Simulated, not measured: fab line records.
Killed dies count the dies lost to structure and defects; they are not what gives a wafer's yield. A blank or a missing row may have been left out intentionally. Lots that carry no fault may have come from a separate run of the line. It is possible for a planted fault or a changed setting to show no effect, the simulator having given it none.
Struck lot and sound lot, side by side | flow nand_harc | 40 out of 1302 route steps
Sound: the wafers L511.4, L511.5, L511.6. Wafers L503.1, L503.2, L503.3 were the ones struck. Last of all comes the cause.
Order at every step that has rows: each side's tool, ch and its chambers, its first start. Under that, the readings that differ: sound wafers | struck wafers | difference of the means | sigmas: that difference in standard deviations of wafers without a fault.
alike: readings whose means differ by less than 2 such deviations, and words and numbers that are the same on both sides. not compared: withheld readings, readings that some wafer has no value for, bounds like >300 that may hide the same value, and numbers for which the record gives no deviation and whose values overlap.
Wherever a step has rows on one side only, a row that says differs or no value, or a row with sigmas, the two part there. Non-overlapping numbers with no deviation appear without sigmas and do not part them. Lack of a reading on every wafer of one side parts them only where that side has two or more wafers.

first, 1 step without rows for these wafers: NHARC_P_BONDPAD_PRE_CLEAN_26 (time 30 s).
NHARC_P_BONDPAD_PVD_17: deposits TaN, target thk 5 nm, time 8.06 s.
  sound on pvd_sputter-03; struck on pvd_sputter-01
  alike: cathode_dc_power_W, throttle_valve_pct
then, 2 steps without rows for these wafers: NHARC_P_BONDPAD_PVD_27 (deposits Cu, target thk 30 nm, time 20.49 s); NHARC_P_BONDPAD_ECD_18 (material Cu, target thk 400 nm).
NHARC_P_BONDPAD_ANNEAL_28: time 90 s.
  sound on rtp_anneal-02 ch 0, day 12 23:55; struck on rtp_anneal-01 ch 0, day 9 04:55
  alike: wafer_temp_C_max
NHARC_P_BONDPAD_CMP_19: polishes, t overpolish 30 s, cu recess touch 16 s, target thk 160.81 nm.
  sound on cmp-04 ch 0,1,2, day 13 00:09; struck on cmp-03 ch 1,2,3, day 9 05:16
  alike: motor_current_A, overpolish_run_s
NHARC_P_BONDPAD_THK_MEAS_20: measures by xrf.
  struck on film_metro-01, day 9 05:35; sound on film_metro-02, day 13 00:25
  alike: thk_nm
then, 1 step without rows for these wafers: NHARC_P_BONDPAD_SRD_21 (time 30 s, dry time 20 s).
NHARC_P_BONDPAD_INSPECT_23:
  struck on defect_inspect-01, day 9 05:47; sound on defect_inspect-02, day 13 00:39
  alike: raw_defect_count
NHARC_P_BONDPAD_ACTIVATE_29: chemistry N2, time 60 s.
  sound on rie_diel-13 ch 0,2,3, day 13 00:45; struck on rie_diel-07 ch 1,2,3, day 9 05:51
  reading                | sound | struck      | difference                   | sigmas
  rf_hours_counter_h (h) | - - - | 3.3 1.6 2.8 | no value on the sound wafers |
  alike: drypump_motor_current_A, oes_product_au, rf_vpp_V, showerhead_plenum_p_Torr
NHARC_P_BONDPAD_PRECLEAN_30: cleans in DIW, time 300 s.
  sound on wet_bench-10 ch 0,1,2, day 13 00:55; struck on wet_bench-08 ch 0,4,5, day 9 06:00
then, 1 step without rows for these wafers: NHARC_P_BONDPAD_SRD_31 (time 30 s, dry time 20 s).
NHARC_A_START_INSPECT_01:
  struck on defect_inspect-02, day 9 06:16; sound on defect_inspect-02, day 13 01:09
  alike: raw_defect_count
then, 11 steps without rows for these wafers: NHARC_A_ZERO_WELL_PRECLEAN_00 (cleans in SPM, time 600 s); NHARC_A_ZERO_WELL_SRD_01; NHARC_A_ZERO_WELL_DEHYDRATE_02 (time 120 s); NHARC_A_ZERO_WELL_HMDS_03 (time 30 s); NHARC_A_ZERO_WELL_COAT_18 (time 65 s); NHARC_A_ZERO_WELL_COAT_04 (resist thk 600 nm); NHARC_A_ZERO_WELL_SOFTBAKE_05 (time 70 s); NHARC_A_ZERO_WELL_EBR_06; NHARC_A_ZERO_WELL_EXPOSE_07 (exposes mask A ZERO); NHARC_A_ZERO_WELL_PEB_08 (peb time 80 s); NHARC_A_ZERO_WELL_DEVELOP_09 (time 50 s).
NHARC_A_ZERO_WELL_CD_MEAS_10 targets a cd of 2000 nm.
  sound on cd_sem-03 ch 0, day 13 01:59; struck on cd_sem-03 ch 0, day 9 07:06
  alike: cd_nm
then, 1 step without rows for these wafers: NHARC_A_ZERO_WELL_HARDBAKE_11 (time 65 s).
NHARC_A_ZERO_WELL_DESCUM_12: chemistry O2, time 3 s.
  sound on rie_diel-08 ch 0,1,3, day 13 02:10; struck on rie_diel-11 ch 0,2,3, day 9 07:16
  alike: drypump_motor_current_A, oes_product_au, rf_vpp_V, showerhead_plenum_p_Torr, throttle_valve_pct
  not compared: rf_hours_counter_h
then, 7 steps without rows for these wafers: NHARC_A_ZERO_WELL_ETCH_19 (etches the open film in N2/H2, target depth 80 nm, overetch 24 nm, time 87.88 s); NHARC_A_ZERO_WELL_ETCH_13 (etches the open film in HBr/Cl2, target depth 120 nm, time 40.1 s); NHARC_A_ZERO_WELL_STRIP_14 (strips in SPM, time 900 s); NHARC_A_ZERO_WELL_IMPLANT_15; NHARC_A_ZERO_WELL_PRECLEAN_22 (cleans in SC1, time 60 s); NHARC_A_ZERO_WELL_SRD_23; NHARC_A_ZERO_WELL_RTA_16 (time 10 s).
NHARC_A_ZERO_WELL_INSPECT_17:
  struck on defect_inspect-01, day 9 08:34; sound on defect_inspect-02, day 13 03:26
  alike: raw_defect_count
then, 3 steps without rows for these wafers: NHARC_A_SOURCE_PLATE_PRECLEAN_00 (cleans in HF-LAST, time 60 s); NHARC_A_SOURCE_PLATE_SRD_01; NHARC_A_SOURCE_PLATE_OXIDE_02 (material SiO2, target thk 10 nm, ox time 1362 s).
NHARC_A_SOURCE_PLATE_THK_MEAS_09: measures by ellipsometry.
  struck on film_metro-02, day 9 15:52; sound on film_metro-01, day 13 10:35
  alike: thk_nm
-- jump in the record: it breaks off in module A_SOURCE_PLATE and resumes in module END (first step shown: number 1302 of the route), and 17 days separate the struck wafers' starts before and after --
NHARC_END_SORT_01:
  sound on prober-02 ch 0, day 31 08:59; struck on prober-01 ch 0, day 26 22:04
  reading                  | sound          | struck         | difference | sigmas
  defect_limited_yield (%) | 94.8 95.9 95.1 | 72.1 82.1 88.9 | -14.2      | -5
  killed_at_periphery      | 6 2 7          | 109 55 45      | +65        | +23
  killed_dies              | 35 28 33       | 189 121 75     | +96        | +5
  alike: killed_at_array, killed_at_other, killed_open, killed_short

WHERE THEY PART
Last at NHARC_END_SORT_01 as far as this record goes, first at NHARC_P_BONDPAD_ACTIVATE_29.

WHY: what the simulator had put in
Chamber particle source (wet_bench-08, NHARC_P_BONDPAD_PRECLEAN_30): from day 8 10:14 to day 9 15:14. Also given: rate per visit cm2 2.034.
